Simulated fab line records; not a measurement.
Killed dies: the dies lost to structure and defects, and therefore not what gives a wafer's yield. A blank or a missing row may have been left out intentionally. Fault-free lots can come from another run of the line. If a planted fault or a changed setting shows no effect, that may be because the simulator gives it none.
Matching of chambers ; flow n5Finfet ; N5_BEOL_M5_DEP_56 on pecvd-02: 3 sister chambers
The step deposits SiCN from 3MS/NH3, target thk 8 nm, time 14 s. 6 wafers are shown with their chamber, then 10 later ones without.

EACH WAFER AND ITS CHAMBER
wafer;chamber;showerheadPlenumPTorr (Torr);throttleValvePct (%)
L079.6;2;3.661;8.1
L083.1;1;3.654;9.4
L083.2;2;3.670;8.6
L083.5;0;3.663;8.7
L084.1;1;3.662;8.9
L084.4;0;3.653;9.1

WAFERS WITH NO CHAMBER GIVEN
wafer;showerheadPlenumPTorr (Torr);throttleValvePct (%)
L084.5;3.659;9.2
L085.2;3.672;8.0
L085.4;3.671;8.4
L085.5;3.650;8.9
L090.2;3.658;9.0
L090.3;3.674;8.3
L090.6;3.643;9.0
L096.1;3.650;8.8
L096.3;3.673;8.6
L096.6;3.669;8.3

CHAMBER TAKEN BY EACH
wafer;from the rows above;in truth
L084.5;can't be placed: 1 or 0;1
L085.2;2;2
L085.4;can't be placed: 2 or 0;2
L085.5;can't be placed: 0 or 1 or 2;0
L090.2;can't be placed: 0 or 1 or 2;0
L090.3;can't be placed: 2 or 0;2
L090.6;can't be placed: 0 or 1 or 2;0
L096.1;can't be placed: 0 or 1 or 2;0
L096.3;can't be placed: 2 or 0 or 1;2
L096.6;can't be placed: 2 or 0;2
1 of 10 placed correctly. Can't be placed from these rows: 9 (the true chamber is among the candidates in 9). Number placed wrongly: 0.
How it was worked out, from the rows above alone: a wafer's distance from a chamber is the root of the sum, over the readings, of the square of ((its reading less the chamber's mean) divided by the reading's scatter). The wafer belongs to the nearest chamber; if the next one is less than 2 further off, it can't be placed. For every chamber, the mean is computed from those of its wafers that are shown. How the scatter is found: for the shown wafers, subtract from each reading the mean of its chamber, square and add these, divide the total by (wafers less chambers), then take the root.
